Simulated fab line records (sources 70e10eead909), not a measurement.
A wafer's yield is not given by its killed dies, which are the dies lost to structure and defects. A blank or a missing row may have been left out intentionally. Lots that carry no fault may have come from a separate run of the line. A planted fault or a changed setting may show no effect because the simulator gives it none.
Matching of chambers + flow nand-harc + 4 sister chambers for NHARC_P_CONTACT_ETCH_35 on rie-diel-01
The step etches the open film in CF4, target depth 39 nm, time 65 s. 4 wafers are shown with their chamber, then 11 later ones without.

== WAFERS, EACH WITH ITS CHAMBER ==
| wafer  | chamber | drypump-motor-current-A (A) |
|--------|---------|-----------------------------|
| L086.2 | 2       | 5.1                         |
| L091.1 | 1       | 6.1                         |
| L091.4 | 3       | 5.5                         |
| L092.1 | 0       | 5.9                         |

== WAFERS WITH NO CHAMBER GIVEN ==
| wafer  | drypump-motor-current-A (A) |
|--------|-----------------------------|
| L092.2 | 6.1                         |
| L092.5 | 6.1                         |
| L095.1 | 5.1                         |
| L095.2 | 6.1                         |
| L095.4 | 5.5                         |
| L097.3 | 6.1                         |
| L097.5 | 6.1                         |
| L097.6 | 5.1                         |
| L096.1 | 5.2                         |
| L096.3 | 6.1                         |
| L096.4 | 5.9                         |

== THE CHAMBER EACH PASSED THROUGH ==
| wafer  | from the rows above | in truth |
|--------|---------------------|----------|
| L092.2 | 1                   | 1        |
| L092.5 | 1                   | 1        |
| L095.1 | 2                   | 2        |
| L095.2 | 1                   | 1        |
| L095.4 | 3                   | 3        |
| L097.3 | 1                   | 1        |
| L097.5 | 1                   | 1        |
| L097.6 | 2                   | 2        |
| L096.1 | 2                   | 2        |
| L096.3 | 1                   | 1        |
| L096.4 | 0                   | 0        |
11 of 11 placed correctly. From these rows, 0 cannot be placed. Placed wrongly: 0.
How it was worked out, from the rows above alone: a wafer's distance from a chamber is the root of the sum, over the readings, of the square of ((its reading less the chamber's mean) divided by the reading's scatter). If the next closest chamber is less than 2 further off than the closest, the wafer can't be placed; otherwise it belongs to the closest. A chamber's mean is the mean of its shown wafers. The scatter: root of mean squared gap, hidden wafer to nearest shown wafer, with one shown wafer a chamber.
